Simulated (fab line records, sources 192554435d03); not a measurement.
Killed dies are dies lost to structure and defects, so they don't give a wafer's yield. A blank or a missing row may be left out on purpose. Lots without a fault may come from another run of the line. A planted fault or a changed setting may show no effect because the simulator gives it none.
fab line records | flow n5_finfet
record lots=4 wafers=12 last_day=17
route steps=1938 shown BEOL_M4@1103 BEOL_M5@1112 PASSIVATION@1936
lots that met no fault: from a run of the same line without faults
start_h: hours from the record's first day to the start of the lot's first wafer shown | wait_h: hours since the lot's step before | " the same as in the row above | L1.1+2: a row that stands for several wafers | - no value, or no start given | * or withheld: withheld | < > ~ a bound
route shown NAME@n: a module of which the file shows steps, and the number in the route of the first | usual: mean/standard deviation of fault-free wafers | same: alike in all rows | chamber/n: place in a boat | sites: the reading at each site | _std_site: their standard deviation | _edge_site: outer sites' mean less inner sites' | radius_mm: how far each site lies from the wafer's centre | mask NAME#n: copy n | behind: the tool/chamber that last shaped the wafer | hold: why the lot was held/for how many hours/how that ended | device: the transistor (n, p or np) that didn't switch | end of line: the same wafers' tests at the end of the route | a step without rows: its recipe alone | killed: dies lost to structure and defects at the first sort, not the wafer's yield | map: a wafer's dies, x killed, . not, _ none there
set.NAME: the setting as run; set.NAME@STEP: as run at that earlier step | model.NAME: the simulator's own value behind a step, which no gauge read
lots at some steps of the route; a table a step, a row a wafer
services: from which hour (start_h, from the record's first day; less than 0 if before it) a tool's chamber was out of use, for how many hours, and why
## steps
# step N5_BEOL_M4_CMP_52
# recipe stop_on=SiOC t_overpolish_s=6.8 down_force_psi=1 platen_rpm=50 clearing_platen_down_force_psi=1.5 clearing_platen_rpm=50 post_cmp_clean=cu_alkaline target_thk_nm=40 clearing_platen_pad_velocity_m_s=0.99484 pad_velocity_m_s=0.99484
# step N5_BEOL_M4_PRE_CLEAN_60
# recipe gas=NH3/H2 time_s=15 temp_c=* rf_power_w=300
# step N5_BEOL_M4_CO_CAP_55
# recipe material=Co target_thk_a=20 temp_c=200 precursor=CCTBA/H2 pressure_torr=30 time_s=102.1
# step N5_BEOL_M4_PRE_CLEAN_56
# recipe gas=NH3 time_s=15 temp_c=withheld rf_power_w=300
# step N5_BEOL_M4_DEP_57
# recipe material=SiCN target_thk_a=80 temp_c=withheld precursor=3MS/NH3 pressure_torr=3 rf_w=202 time_s=14
# step N5_BEOL_M5_ILD_DEP_00
# recipe material=SiCOH_lowk target_thk_a=1406.4 temp_c=300 precursor=DEMS/porogen pressure_torr=5 rf_w=500 time_s=25.9
# step N5_BEOL_M5_CURE_79
# recipe temp_c=385 time_s=240 ambient=He/Ar material=SiCOH_lowk
# step N5_BEOL_M5_PECVD_70
# recipe material=SiO2 target_thk_a=160 temp_c=400 precursor=TEOS/O2 pressure_torr=5.5 rf_w=450 teos_flow_sccm=53.8 gas=O2 flow_sccm=3000 time_s=18
# usual heater_power_w=732/68 showerhead_plenum_p_Torr=8.81/0.059 throttle_valve_pct=22.1/1.6
# columns lot.wafer tool chamber start_h wait_h heater_power_w showerhead_plenum_p_Torr since_wet_clean_h throttle_valve_pct
L335.3 pecvd-03 0 221.81 0.0 741 8.82 1288 21.8
L335.4 " 0 " " 723 8.83 - 21.9
L335.6 " 1 " " 583 8.89 - 23.8
L338.1 pecvd-02 1 239.63 0.0 704 8.85 1850 22.6
L338.4 " 0 " " 785 8.73 - 24.5
L338.6 " 2 " " 616 8.84 - 22.9
L338.1 pecvd-02 1 239.86 0.2 723 8.82 - 22.6
L338.4 " 0 " " 817 8.73 - 24.7
L338.6 " 2 " " 633 8.82 - 22.8
L344.3 pecvd-01 2 274.72 0.1 663 8.83 - 19.2
L344.4 " 1 " " 812 8.74 - 21.1
L344.6 " 2 " " 666 8.80 - 19.2
L348.1 pecvd-01 2 296.41 0.0 644 8.79 65 19.1
L348.5 " 1 " " 773 8.72 - 21.2
L348.6 " 2 " " 650 8.81 - 19.4
L348.1 pecvd-01 2 296.66 0.2 659 8.81 - 19.4
L348.5 " 1 " " 803 8.74 - 21.4
L348.6 " 2 " " 645 8.80 - 18.9
# step N5_BEOL_M5_HM_DEP_02
# recipe material=TiN target_thk_a=200 temp_c=25 chamber_pressure_pa=0.49996
# step N5_BEOL_M5_COAT_59
# recipe resist=SOC temp_c=250 time_s=60 spin_rpm=1500 resist_thk_nm=60
# step N5_BEOL_M5_COAT_60
# recipe resist=SiARC temp_c=220 time_s=60 spin_rpm=1500 resist_thk_nm=12
# step N5_BEOL_M5_COAT_71
# recipe resist=underlayer temp_c=205 time_s=60 spin_rpm=1500 resist_thk_nm=5
# step N5_BEOL_M5_COAT_05
# recipe resist=CAR-EUV spin_rpm=1500 resist_thk_nm=30
# step N5_BEOL_M5_EBR_07
# recipe solvent=PGMEA ebr_width_mm=1.5
# step N5_BEOL_M5_SOFTBAKE_06
# recipe temp_c=110 time_s=60 resist=CAR-EUV
# step N5_BEOL_M5_EXPOSE_08
# recipe mask_id=M5 na=0.33 source_shape=annular sigma_inner=0.4 sigma_outer=0.8 polarization=unpolarized target_cd_nm=28 dose_mj=35.75
# step N5_BEOL_M5_PEB_09
# recipe peb_temp_c=100 peb_time_s=60 resist=CAR-EUV
# step N5_BEOL_M5_DEVELOP_10
# recipe develop_time_s=30 developer=TMAH resist=CAR-EUV rinse_liquid=surfactant_rinse dry=air_spin dev_temp_c=23
# step N5_BEOL_M5_DESCUM_16
# recipe chemistry=O2 time_s=7 source_power_w=50 bias_power_w=20 pressure_mtorr=20 rf_frequency_hz=2.712e+07 temp_c=40 resist=CAR-EUV o2_flow_sccm=225
# step N5_BEOL_M5_ETCH_72
# recipe chemistry=N2/H2 target=underlayer target_depth_a=65 mask_material=CAR-EUV time_s=5.2 ion_energy_ev=200 pressure_mtorr=30 source_w=840 bias_w=150 n2_flow_sccm=200 h2_flow_sccm=200 ends=cleared
# step N5_BEOL_M5_ETCH_61
# recipe chemistry=CF4 target=SiARC target_depth_a=156 mask_material=CAR-EUV time_s=26 ion_energy_ev=80 pressure_mtorr=40 source_w=545 bias_w=36 Ar_flow_sccm=100 cf4_flow_sccm=100 ends=cleared
# step N5_BEOL_M5_ETCH_62
# recipe chemistry=N2/H2 target=SOC target_depth_a=750 overetch_a=150 mask_material=SiARC temp_c=40 time_s=112.5 ion_energy_ev=200 pressure_mtorr=30 source_w=840 bias_w=150 n2_flow_sccm=200 h2_flow_sccm=200
# step N5_BEOL_M5_STRIP_63
# recipe chemistry=N2/H2 temp_c=40 n2_flow_sccm=200 h2_flow_sccm=200 rf_frequency_hz=6e+07
# step N5_BEOL_M5_STRIP_73
# recipe chemistry=N2/H2 temp_c=40 n2_flow_sccm=200 h2_flow_sccm=200 rf_frequency_hz=6e+07
# step N5_BEOL_M5_STRIP_64
# recipe chemistry=CF4 resist=SiARC power_w=300 bias_power_w=75 pressure_mtorr=50 cf4_flow_sccm=150 rf_frequency_hz=6e+07
# step N5_BEOL_M5_HM_OPEN_17
# recipe chemistry=Cl2/BCl3 target_depth_a=200 overetch_a=60 target=TiN mask_material=SOC ion_energy_ev=150 pressure_mtorr=10 icp_w=1000 bias_w=126 Cl2_flow_sccm=53.25 bcl3_flow_sccm=21.75 Ar_flow_sccm=25
# step N5_BEOL_M5_STRIP_19
# recipe chemistry=O2 power_w=400 temp_c=40 pressure_mtorr=30 rf_frequency_hz=6e+07 bias_power_w=0 overash_fraction=0.2 o2_flow_sccm=225
# step N5_BEOL_M5_COAT_65
# recipe resist=SOC temp_c=250 time_s=60 spin_rpm=1500 resist_thk_nm=60
# step N5_BEOL_M5_COAT_66
# recipe resist=SiARC temp_c=220 time_s=60 spin_rpm=1500 resist_thk_nm=12
# step N5_BEOL_M5_COAT_74
# recipe resist=underlayer temp_c=205 time_s=60 spin_rpm=1500 resist_thk_nm=5
# step N5_BEOL_M5_COAT_22
# recipe resist=CAR-EUV spin_rpm=1500 resist_thk_nm=30
# step N5_BEOL_M5_EBR_24
# recipe solvent=PGMEA ebr_width_mm=1.5
# step N5_BEOL_M5_SOFTBAKE_23
# recipe temp_c=110 time_s=60 resist=CAR-EUV
# step N5_BEOL_M5_HM_STRIP_39
# recipe chemistry=peroxide_tin_strip material=TiN target_depth_a=250 temp_c=50 time_s=158
# columns lot.wafer tool chamber start_h wait_h model.SiO2_of_BEOL_M5_PECVD_70.thk_nm
L335.3+6 wet_bench-06 3,4 228.46 0.0 15.6
L335.4 " 5 " " 16
L338.1 wet_bench-01 2 242.35 0.0 32
L338.4+6 " 4,3 " " 32.2
L344.3+4+6 wet_bench-01 1,3,0 277.92 0.0 16.4
L348.1 wet_bench-04 4 301.09 0.0 32.4
L348.5 " 3 " " 32
L348.6 " 1 " " 32.8
# step N5_BEOL_M5_CMP_52
# recipe stop_on=SiCOH_lowk t_overpolish_s=6.9 down_force_psi=1 platen_rpm=50 clearing_platen_down_force_psi=1.5 clearing_platen_rpm=50 post_cmp_clean=cu_alkaline target_thk_nm=62 clearing_platen_pad_velocity_m_s=0.99484 pad_velocity_m_s=0.99484
# usual barrier_field_endpoint_s=24.9/0.71 head_pressure_psi=1.0001/0.0021 motor_current_A=6.0/0.47 overpolish_run_s=6.900/0.0097 time_to_endpoint_s=63/3.8
# columns lot.wafer tool chamber start_h wait_h barrier_field_endpoint_s head_pressure_psi motor_current_A overpolish_run_s time_to_endpoint_s
L335.3 cmp-01 3 235.05 0.2 25.9 1.0000 6.5 6.872 72
L335.4 " 0 " " 24.9 0.9959 6.3 6.884 62
L335.6 " 1 " " 23.8 0.9995 5.3 6.899 62
L338.4 cmp-03 0 250.96 0.2 41.3 1.0014 5.2 0.036 61
L338.1 " 1 " " 41.3 0.9997 5.9 0.039 60
L338.6 " 2 " " 41.3 0.9999 6.5 0.058 61
L344.4 cmp-02 2 285.64 0.2 25.4 1.0023 6.5 6.914 58
L344.3 " 3 " " 24.7 1.0013 5.6 6.905 57
L344.6 " 0 " " 25.5 0.9984 5.7 6.877 60
L348.1 cmp-02 3 307.46 0.4 41.4 0.9997 5.7 0.040 59
L348.6 " 0 " " 41.4 1.0009 5.3 0.036 59
L348.5 " 1 " " 41.4 1.0012 5.9 0.040 61
# step N5_PASSIVATION_PROBE_49
# usual defect_limited_yield=91.4/1.3 killed_at_M0_to_M3=34/10 killed_at_M4_up=14/5.6 killed_at_contacts=13/5.9 killed_at_front_end=37/9.9 killed_at_other=3.5/2.8 killed_dies=101/15 killed_open=67/12 killed_short=32/6.6 sort_bin_5_function=5.0/0.81 sort_bin_6_memory=3.2/0.66 sort_n_pass=1079/15 sort_yield_pct=91.4/1.3
# same gross_dies=1180 killed_at_back_side=0 sort_bin_4_leakage[%]=0 sort_bin_8_speed[%]=0
# columns lot.wafer tool chamber start_h wait_h defect_limited_yield[%] killed_at_M0_to_M3 killed_at_M4_up killed_at_contacts killed_at_front_end killed_at_other killed_dies killed_open killed_short sort_bin_5_function[%] sort_bin_6_memory[%] sort_n_pass sort_yield_pct[%]
L338.1 prober-01 - 342.28 0.0 91.5 33 12 18 35 2 100 62 37 5.6 2.5 1080 91.5
L338.4 prober-01 - 342.43 0.2 90.7 22 17 25 45 1 110 75 35 5.4 3.6 1070 90.7
L338.6 prober-01 - 342.53 0.3 91.7 34 8 19 36 1 98 68 30 4.5 3.3 1082 91.7
L344.3 prober-02 - 376.39 0.1 91.7 52 3 6 32 5 98 59 38 4.3 3.6 1082 91.7
L344.4 prober-02 - 376.44 0.2 90.8 40 12 9 44 3 108 71 34 4.7 4.1 1072 90.8
L344.6 prober-02 - 376.54 0.3 90.8 52 16 10 31 0 109 75 34 4.7 4.3 1071 90.8
# killed by level:class
L338.1 MOL_CONTACT_COAG:geometric_particle:open=15 FIN_SAQP:geometric_particle:short=10 BEOL_M1:geometric_particle:open=10 FIN_SAQP:geometric_particle:open=9 BEOL_M3:geometric_particle:open=7 BEOL_M0_SAQP:geometric_particle:short=4 BEOL_M4:geometric_particle:open=4 DUMMY_GATE:geometric_particle:open=3
L338.4 MOL_CONTACT_COAG:geometric_particle:open=21 FIN_SAQP:geometric_particle:short=19 FIN_SAQP:geometric_particle:open=9 BEOL_M0_SAQP:geometric_particle:open=6 BEOL_M4:geometric_particle:open=5 STI_FIN_REVEAL:geometric_particle:open=4 DUMMY_GATE:geometric_particle:open=4 MOL_CONTACT_COAG:geometric_particle:short=4
L338.6 MOL_CONTACT_COAG:geometric_particle:open=12 BEOL_M3:geometric_particle:open=10 STI_FIN_REVEAL:geometric_particle:open=8 BEOL_M0_SAQP:geometric_particle:open=8 FIN_SAQP:geometric_particle:short=7 MOL_CONTACT_COAG:geometric_particle:short=7 BEOL_M0_SAQP:geometric_particle:short=5 BEOL_M1:geometric_particle:open=5
L344.3 BEOL_M0_SAQP:geometric_particle:open=12 BEOL_M0_SAQP:geometric_particle:short=10 BEOL_M1:geometric_particle:open=10 FIN_SAQP:geometric_particle:open=7 BEOL_M2:geometric_particle:open=6 STI_FIN_REVEAL:geometric_particle:open=5 MOL_CONTACT_COAG:geometric_particle:open=4 BEOL_M2:geometric_particle:short=4
L344.4 FIN_SAQP:geometric_particle:open=10 FIN_SAQP:geometric_particle:short=9 BEOL_M0_SAQP:geometric_particle:open=9 BEOL_M1:geometric_particle:open=8 MOL_CONTACT_COAG:geometric_particle:open=6 BEOL_M0_SAQP:geometric_particle:short=6 BEOL_M2:geometric_particle:open=6 ILD0:geometric_particle:short=5
L344.6 BEOL_M0_SAQP:geometric_particle:open=16 BEOL_M0_SAQP:geometric_particle:short=12 FIN_SAQP:geometric_particle:short=10 MOL_CONTACT_COAG:geometric_particle:open=9 BEOL_M3:geometric_particle:open=7 BEOL_M4:geometric_particle:open=7 FIN_SAQP:geometric_particle:open=5 STI_FIN_REVEAL:geometric_particle:open=4
## services
# columns tool chamber start_h hours kind
pecvd-03 - 200.41 0.4 repair
pecvd-01 2 202.38 - clean
pecvd-01 2 202.38 - consumable_replace:showerhead
pecvd-01 2 202.38 29.0 scheduled_down
pecvd-01 2 202.38 29.0 vent_cycle
cmp-03 - 208.71 0.5 repair
cmp-01 - 209.41 4.0 pm
cmp-01 - 213.41 - consumable_replace:conditioner
cmp-01 - 213.41 - consumable_replace:pad
pecvd-03 0 214.70 6.0 repair
pecvd-02 2 227.03 2.5 repair
cmp-02 - 231.37 0.9 repair
pecvd-01 0 272.18 70.1 repair
cmp-01 - 291.99 1.7 repair
## key
first_sign step=N5_BEOL_M5_PECVD_70 reading=visit direction=added
effect step=N5_BEOL_M5_CMP_52 reading=overpolish_run_s direction=down sigmas=99+ usual=6.900 struck=0.042
model_effect step=N5_BEOL_M5_HM_STRIP_39 value=SiO2_of_BEOL_M5_PECVD_70.thk_nm without=16.03 struck=32.27
met_at N5_BEOL_M5_PECVD_70
struck_wafers L338.1,L338.4,L338.6,L348.1,L348.5,L348.6
fault kind=repeated_step_whole tool=pecvd-01,pecvd-02,pecvd-03 chamber=- onset_h=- steps=N5_BEOL_M5_PECVD_70 times=1 scope=struck_lots_only
